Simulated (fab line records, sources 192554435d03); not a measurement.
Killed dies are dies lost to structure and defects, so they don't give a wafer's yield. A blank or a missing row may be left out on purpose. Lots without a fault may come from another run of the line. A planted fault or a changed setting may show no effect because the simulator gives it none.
Split-lot experiment | flow n5_finfet | 7 lots, 21 wafers read, on a route of 1938 steps

THE SPLIT
At N5_MOL_CONTACT_COAG_COAT_64 (time 60 s, resist thk 10 nm), the setting spin_rpm was moved away from the recipe's 1500 rpm on 4 of the 21 wafers read, by -6.6% to -5.1%. The other wafers ran this setting at the recipe's value.

FROM THE SPLIT TO THE READING: what the file shows between them, 3 steps
- N5_MOL_CONTACT_COAG_COAT_34: resist thk 40 nm
- N5_MOL_CONTACT_COAG_EBR_36
- N5_MOL_CONTACT_COAG_DESCUM_45: chemistry O2, time 7 s

THE READING
etch.depth_nm (the simulator's own value, which no gauge read), in nm, at N5_MOL_CONTACT_COAG_ETCH_65 (etches underlayer in N2/H2, target depth 13 nm, time 10.4 s). The file gives no usual value for it. The 17 wafers here that ran the recipe average 9.992 nm, standard deviation 0.029 nm.

wafer  | tool, chamber at the split | spin_rpm as run, rpm | against the recipe | etch.depth_nm, nm | against lot-mates on the recipe
L075.1 | litho_track-02, 0          | 1500                 | recipe             | 10.02             | -
L075.2 | litho_track-02, 0          | 1500                 | recipe             | 9.999             | -
L075.4 | litho_track-02, 0          | 1500                 | recipe             | 10.05             | -
L086.2 | litho_track-05, 0          | 1500                 | recipe             | 10                | -
L086.3 | litho_track-05, 0          | 1500                 | recipe             | 9.97              | -
L086.4 | litho_track-05, 0          | 1500                 | recipe             | 9.988             | -
L087.2 | litho_track-03, 0          | 1500                 | recipe             | 9.983             | -
L087.4 | litho_track-03, 0          | 1500                 | recipe             | 9.985             | -
L087.5 | litho_track-03, 0          | 1500                 | recipe             | 9.998             | -
L090.1 | litho_track-02, 0          | 1500                 | recipe             | 9.973             | -
L090.3 | litho_track-02, 0          | 1500                 | recipe             | 9.924             | -
L090.4 | litho_track-02, 0          | 1500                 | recipe             | 9.962             | -
L091.1 | litho_track-03, 0          | 1500                 | recipe             | 9.986             | -
L091.3 | litho_track-03, 0          | 1500                 | recipe             | 10.01             | -
L091.5 | litho_track-03, 0          | 1500                 | recipe             | 9.984             | -
L092.2 | litho_track-03, 0          | 1424                 | -5.1%              | 10.31             | +0.260
L092.3 | litho_track-03, 0          | 1424                 | -5.1%              | 10.28             | +0.230
L092.5 | litho_track-03, 0          | 1500                 | recipe             | 10.05             | -
L093.1 | litho_track-05, 0          | 1500                 | recipe             | 9.985             | -
L093.4 | litho_track-05, 0          | 1401                 | -6.6%              | 10.36             | +0.375
L093.5 | litho_track-05, 0          | 1401                 | -6.6%              | 10.35             | +0.365

THE FIT
A straight line over all 21 wafers: etch.depth_nm changes by -0.0567 nm for each +1% of spin_rpm; r = -0.98; the points scatter about the line by 0.029 nm.
The same after taking each lot's own level away (the mean of its wafers on the recipe; 21 wafers): -0.0533 nm for each +1%; r = -0.99; scatter 0.018 nm.
On that fit, the largest move of spin_rpm shifts the reading by 0.35 nm.
The lots' own levels span 9.9530 to 10.0500 nm, that is 3.3 times the standard deviation above.
So the lot-to-lot level changes the slope little: the two slopes agree.
Check: with one of the wafers moved furthest among these (-6.6%) left out of the fit, the line predicts +0.34 nm for it against its lot-mates. It came out at +0.375 nm against them.

OTHER SPLITS ON THESE WAFERS
These wafers also went through other splits before the reading. Each is held against what the fit with the lots' levels taken away leaves over:
other split on the same wafers          | wafers away from the commonest value | r with etch.depth_nm (lot level and that fit taken away)
N5_GATE_CUT_ETCH_36 cf4_flow_sccm       | 9                                    | -0.04
N5_MOL_CONTACT_COAG_ETCHBACK_135 time_s | 7                                    | +0.01

THE WHOLE CHAIN: every reading that the file lists as answering this split, in the file's order
step                        | what it does                                                | reading                                                                                        | change (the file's fit)                | r (the file's)
N5_MOL_CONTACT_COAG_COAT_64 | time 60 s, resist thk 10 nm                                 | underlayer_of_MOL_CONTACT_COAG_COAT_64.thk_nm (the simulator's own value, which no gauge read) | -0.0601 nm for each +1% of the setting | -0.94
N5_MOL_CONTACT_COAG_ETCH_65 | etches underlayer in N2/H2, target depth 13 nm, time 10.4 s | etch.depth_nm (the simulator's own value, which no gauge read)                                 | -0.0535 nm for each +1% of the setting | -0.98

THE FILE'S OWN FIT
etch.depth_nm changes by -0.0535 nm for each +1% of spin_rpm, r = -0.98.
